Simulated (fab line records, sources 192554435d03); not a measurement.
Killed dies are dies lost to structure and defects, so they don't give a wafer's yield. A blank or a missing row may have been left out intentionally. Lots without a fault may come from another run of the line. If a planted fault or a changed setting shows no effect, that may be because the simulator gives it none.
Lot-split experiment ; flow n5-finfet ; on a route of 1938 steps: 7 lots, 21 wafers read

## THE SPLIT
At N5_STI_FIN_REVEAL_ETCHBACK_08 (etches SiO2 in C4F6/O2, target depth 30.5 nm, time 10.167 s), the setting time-s was moved away from the recipe's 10.167 s on 5 of the 21 wafers read, by +9.1% to +20.3%. For the rest of the wafers, this setting stayed at what the recipe calls for.

## FROM THE SPLIT TO THE READING: what the file shows between them, 3 steps
- N5_STI_FIN_REVEAL_STRIP_24: strips in N2/H2, time 90 s
- N5_STI_FIN_REVEAL_PRECLEAN_25: cleans in SPM, time 90 s
- N5_STI_FIN_REVEAL_SRD_23: time 30 s

## THE READING
trench-depth-nm, in nm, at N5_STI_FIN_REVEAL_FIN_H_MEAS_10. On this fab line, fault-free wafers typically give 52.2 nm with a standard deviation of 0.6 nm.

wafer;tool, chamber at the split;time-s as run, s;against the recipe;trench-depth-nm, nm;against lot-mates on the recipe
L074.3;rie-diel-02, 1,0,1;10.167;recipe;52.5;-
L074.4;rie-diel-02, 1,0,1;10.167;recipe;52.4;-
L074.6;rie-diel-02, 1,0,1;10.167;recipe;52.4;-
L078.1;rie-diel-02, 0,2,2;10.167;recipe;52.1;-
L078.3;rie-diel-02, 0,2,2;10.167;recipe;52.2;-
L078.4;rie-diel-02, 0,2,2;10.167;recipe;52.7;-
L080.1;rie-diel-05, 2,3,2;10.167;recipe;52.4;-
L080.3;rie-diel-05, 2,3,2;10.167;recipe;52.9;-
L080.5;rie-diel-05, 2,3,2;10.167;recipe;52.4;-
L082.1;rie-diel-05, 0,3;10.167;recipe;52.1;-
L082.3;rie-diel-05, 0,3;10.167;recipe;52.1;-
L082.6;rie-diel-05, 1;11.09;+9.1%;54.5;+2.4
L086.1;rie-diel-03, 3;10.167;recipe;51.3;-
L086.2;rie-diel-03, 0,2;12.23;+20.3%;57.3;+6.0
L086.3;rie-diel-03, 0,2;12.23;+20.3%;57.7;+6.4
L090.3;rie-diel-02, 2;10.167;recipe;53.1;-
L090.4;rie-diel-02, 0,1;11.46;+12.7%;56.9;+3.8
L090.6;rie-diel-02, 0,1;11.46;+12.7%;56.7;+3.6
L097.1;rie-diel-05, 2,1,0;10.167;recipe;51.2;-
L097.2;rie-diel-05, 2,1,0;10.167;recipe;51.3;-
L097.3;rie-diel-05, 2,1,0;10.167;recipe;51.2;-
When a row names more than one chamber, that row covers several wafers, and the file does not tell which wafer ran in which chamber.

THE FIT
A straight line over all 21 wafers: trench-depth-nm changes by +0.288 nm for each +1% of time-s; r = +0.95; the points scatter about the line by 0.65 nm.
The same after taking each lot's own level away (the mean of its wafers on the recipe; 21 wafers): +0.3 nm for each +1%; r = +1.00; scatter 0.18 nm.
On that fit, the largest move of time-s shifts the reading by 6.1 nm.
The lots' own levels span 51.23 to 53.10 nm, that is 3.1 times the standard deviation above.
Hence the lot-to-lot level has little effect on the slope; both slopes agree.
Check: +6.11 nm against its lot-mates is what the line predicts for one of the wafers moved furthest among these (+20.3%) when that wafer is left out of the fit. It came out at +6 nm against them.

## ADDITIONAL SPLITS CARRIED BY THESE WAFERS
These wafers also went through other splits before the reading. Each is held against what the fit with the lots' levels taken away leaves over:
other split on the same wafers;wafers away from the commonest value;r with trench-depth-nm (lot level and that fit taken away)
N5_FIN_SAQP_PEB_14 peb-time-s;9;-0.17
N5_FIN_SAQP_DEVELOP_15 develop-time-s;10;+0.06
N5_FIN_SAQP_SPACER1_ALD_24 temp-c;7;+0.04

## THE FILE'S OWN FIT
trench-depth-nm changes by +0.298 nm for each +1% of time-s, r = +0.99.
